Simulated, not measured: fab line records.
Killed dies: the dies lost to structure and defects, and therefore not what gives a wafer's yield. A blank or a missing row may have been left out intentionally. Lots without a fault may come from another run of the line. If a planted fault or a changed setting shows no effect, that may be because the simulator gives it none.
2 desks looking at one fault ; flow n5Finfet ; each desk holds nothing but its own numbers, with what lay behind them at the end

## TOOL OWNER'S DESK, rieDiel-05
The tool's own readings at N5_BEOL_M10_TRENCH_ETCH_37 (etches SiCOH lowk in C4F6/O2, target depth 148.83 nm, time 48 s): means of the sampled wafers that have a number, for each lot that ran on this tool. A lot is out of limits, marked OUT, if its mean lies more than 4 standard deviations from the usual mean; the brackets give that distance.
Columns: A = drypumpMotorCurrentA at N5_BEOL_M10_TRENCH_ETCH_37, usual 5.7 A; B = oesProductAu at N5_BEOL_M10_TRENCH_ETCH_37, usual 0.82 a.u.; C = rfVppV at N5_BEOL_M10_TRENCH_ETCH_37, usual 669 V; D = runLengthS at N5_BEOL_M10_TRENCH_ETCH_37, usual 71.3 s; E = showerheadPlenumPTorr at N5_BEOL_M10_TRENCH_ETCH_37, usual 2.85 Torr; F = throttleValvePct at N5_BEOL_M10_TRENCH_ETCH_37, usual 20.89 %
lot;first seen here;A;B;C;D;E;F
L614;day 11 01:08;5.7;0.92;675;71.2;2.87;20.58
L617;day 11 15:02;5.9;0.88;669;71.1;2.85;20.95
L626;day 13 11:56;6.1;0.75;664;67.9 (-11) OUT;2.85;21.03
L629;day 14 19:02;5.9;0.85;662;68.2 (-9.8) OUT;2.79;20.73
L636;day 17 01:26;5.8;0.88;673;71.3;2.86;20.84
This desk's finding: out of limits on L626, L629; first on L626, day 13 11:56 (runLengthS at N5_BEOL_M10_TRENCH_ETCH_37). L614, L617, L636 stayed within limits.

## THE METROLOGY DESK
Means of the sampled wafers that have a number, per lot and without regard to the tool the lot ran on: this is what the gauges read. A lot is out of limits, marked OUT, if its mean lies more than 4 standard deviations from the usual mean; the brackets give that distance. Of its 27 readings 7 are shown: the one that was out of limits first, and those that lie furthest out on some lot.
Columns: A = trenchDepthNm at N5_BEOL_M10_OCD_MEAS_38, usual 149.2 nm; B = M10_THK at N5_BEOL_M10_THK_MEAS_53, usual 140.2 nm; C = M10_RS at N5_BEOL_M10_RS_MEAS_57, usual 0.1502 ohm/sq; D = COMB_M8 at N5_BEOL_M15_RC_MEAS_101, usual 2.6e-11 S/m; E = SERP_M10 at N5_BEOL_M15_RC_MEAS_101, usual 3.03 ohm/um; F = SERP_M10_max_site at N5_BEOL_M15_RC_MEAS_101, usual 3.12 ohm/um; G = SERP_M8 at N5_BEOL_M15_RC_MEAS_101, usual 13.8 ohm/um
lot;first seen here;A;B;C;D;E;F;G
L614;day 11 01:19;150.3;140.5;0.1500;2.1e-11;3.01;3.09;13.9
L617;day 11 15:13;148.1;139.4;0.1518;2.5e-11;3.05;3.16;14.4
L626;day 13 12:07;138.3 (-5.4) OUT;128.2 (-5.0) OUT;0.1659 (+5.6) OUT;3.6e-11;3.30;3.38;13.7
L629;day 14 19:13;138.1 (-5.5) OUT;129.1 (-4.6) OUT;0.1654 (+5.4) OUT;2.4e-11;3.33 (+4.3) OUT;3.46 (+4.2) OUT;14.8
L631;day 15 14:41;148.5;139.5;0.1504;2.7e-11;3.01;3.10;13.9
L636;day 17 01:38;150.0;142.6;0.1481;2.4e-11;2.93;3.06;13.7
This desk's finding: out of limits on L626, L629; first on L626, day 13 12:07 (trenchDepthNm at N5_BEOL_M10_OCD_MEAS_38). L614, L617, L631, L636 stayed within limits.

## TAKEN TOGETHER
At day 13 11:56, on L626, L629, the tool owner's desk was in a position to raise an alarm.
The metrology desk could have raised an alarm at day 13 12:07, on L626, L629.
Of the lots named, all ran N5_BEOL_M10_TRENCH_ETCH_37 on rieDiel-05.

## WHAT THE SIMULATOR HAD INSERTED
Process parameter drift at N5_BEOL_M10_TRENCH_ETCH_37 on rieDiel-05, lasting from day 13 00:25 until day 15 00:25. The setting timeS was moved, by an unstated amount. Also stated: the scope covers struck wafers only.
Struck lots among those shown: L626, L629.
Time in hours from fault onset to the first out-of-limits reading at each desk: tool owner's desk 12, metrology desk 12.
